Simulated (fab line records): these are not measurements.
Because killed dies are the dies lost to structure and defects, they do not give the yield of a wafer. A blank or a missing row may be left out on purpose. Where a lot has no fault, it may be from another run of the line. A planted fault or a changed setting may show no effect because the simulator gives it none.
A lot that was struck, set against a sound lot | flow nand harc | 14 steps out of a route of 1159
Sound: wafers L705.1, L705.2, L705.3. Struck: wafer L716.3 (left out: L716.2, L716.4 of the same lot, which were not struck); the cause appears at the end.
For every step that has rows: the tool of each side, followed by ch and its chambers, followed by its first start. Under that, the readings that differ: sound wafers | struck wafers | difference of the means | sigmas: that difference in standard deviations of wafers without a fault.
alike: readings with means less than 2 such deviations apart, plus words and numbers identical on both sides. not compared: withheld readings, readings lacking a value on some wafer, bounds such as >300 that could conceal the same value, and numbers that have no deviation in the record and whose values overlap.
Wherever a step has rows on one side only, a row that says differs or no value, or a row with sigmas, the two part there. Numbers that have no deviation but don't overlap get no sigmas and don't part them. Lack of a reading on every wafer of one side parts them only where that side has two or more wafers.

first, 1 step without rows for these wafers: NHARC_A_STAIRCASE_DESCUM_291 (chemistry O2, time 3 s).
NHARC_A_STAIRCASE_ETCH_292: etches the open film in CF4/CHF3.
  sound on rie diel-09 ch 0,1,2, day 12 20:49; struck on rie diel-09 ch 1, day 15 11:36
  reading                        | sound                | struck | difference | sigmas
  chamber pressure mTorr (mTorr) | 25.016 25.008 25.013 | 24.956 | -0.056     | -2
  rf hours counter h (h)         | 7 8 8                | 29     | +21        |
  alike: drypump motor current A, oes product au, rf vpp V, showerhead plenum p Torr, throttle valve pct
NHARC_A_STAIRCASE_HM_OPEN_460: chemistry O2/COS.
  sound: rie diel-09 ch 1,2,3; struck: rie diel-09 ch 2
  reading                        | sound                | struck | difference | sigmas
  chamber pressure mTorr (mTorr) | 20.031 20.017 20.026 | 19.977 | -0.048     | -2
  rf hours counter h (h)         | 8 7 7                | 28     | +21        |
  alike: cos flow sccm, drypump motor current A, oes product au, rf vpp V, showerhead plenum p Torr, throttle valve pct
then, 1 step without rows for these wafers: NHARC_A_STAIRCASE_STRIP_461 (strips in O2/COS).
NHARC_A_STAIRCASE_ETCH_452: etches the open film in CF4/O2, target depth 30 nm, overetch 3 nm, time 16.5 s.
  sound: rie diel-09 ch 0,1,2; struck: rie diel-09 ch 1
  reading                | sound | struck | difference | sigmas
  rf hours counter h (h) | 7 8 8 | 29     | +21        |
  alike: chamber pressure mTorr, drypump motor current A, oes_f_703_au, oes product au, rf vpp V, showerhead plenum p Torr, throttle valve pct
NHARC_A_STAIRCASE_ETCH_294: etches the open film in C4F8/O2/Ar, target depth 4992 nm, time 1212.4 s.
  sound: rie diel-09 ch 0,2,3; struck: rie diel-09 ch 2
  reading                | sound | struck | difference | sigmas
  rf hours counter h (h) | 7 8 7 | 28     | +21        |
  alike: chamber pressure mTorr, oes product au, rf vpp V
then, 4 steps without rows for these wafers: NHARC_A_STAIRCASE_STRIP_295 (strips in O2); NHARC_A_STAIRCASE_STRIP_296 (strips in SPM, time 900 s); NHARC_A_STAIRCASE_PRECLEAN_297 (cleans in SC1); NHARC_A_STAIRCASE_SRD_298.
NHARC_A_STAIRCASE_HM_DEP_462: deposits aC, target thk 800 nm.
  sound on acl dep-02 ch 0, day 12 22:58; struck on acl dep-02 ch 0, day 15 14:07
  alike: throttle valve pct
NHARC_A_STAIRCASE_DEP_301: deposits SiON, target thk 30 nm.
  sound on pecvd-03 ch 0,1,2, day 13 00:49; struck on pecvd-04 ch 1, day 15 15:40
  reading              | sound             | struck | difference | sigmas
  rf fwd power W (W)   | 347.3 348.5 345.9 | 490.9  | +143.7     | +99 or more
  showerhead vpp V (V) | 1245 1121 1145    | 1346   | +176       | +3
  alike: heater power w
then, 1 step without rows for these wafers: NHARC_A_STAIRCASE_DEHYDRATE_302 (time 120 s).
-- record jumps: 7 days between struck wafers' starts before vs after; left off in module A_STAIRCASE, resumes in module END, first step shown is number 1159 of the route --
NHARC_END_SORT_01:
  here the record holds rows for the struck wafers (prober-01 ch 0, day 22 14:41) but none for the sound ones

WHERE THEY PART
At NHARC_A_STAIRCASE_ETCH_292 first; at NHARC_END_SORT_01 last (within this record only).

WHY: what had been put in by the simulator
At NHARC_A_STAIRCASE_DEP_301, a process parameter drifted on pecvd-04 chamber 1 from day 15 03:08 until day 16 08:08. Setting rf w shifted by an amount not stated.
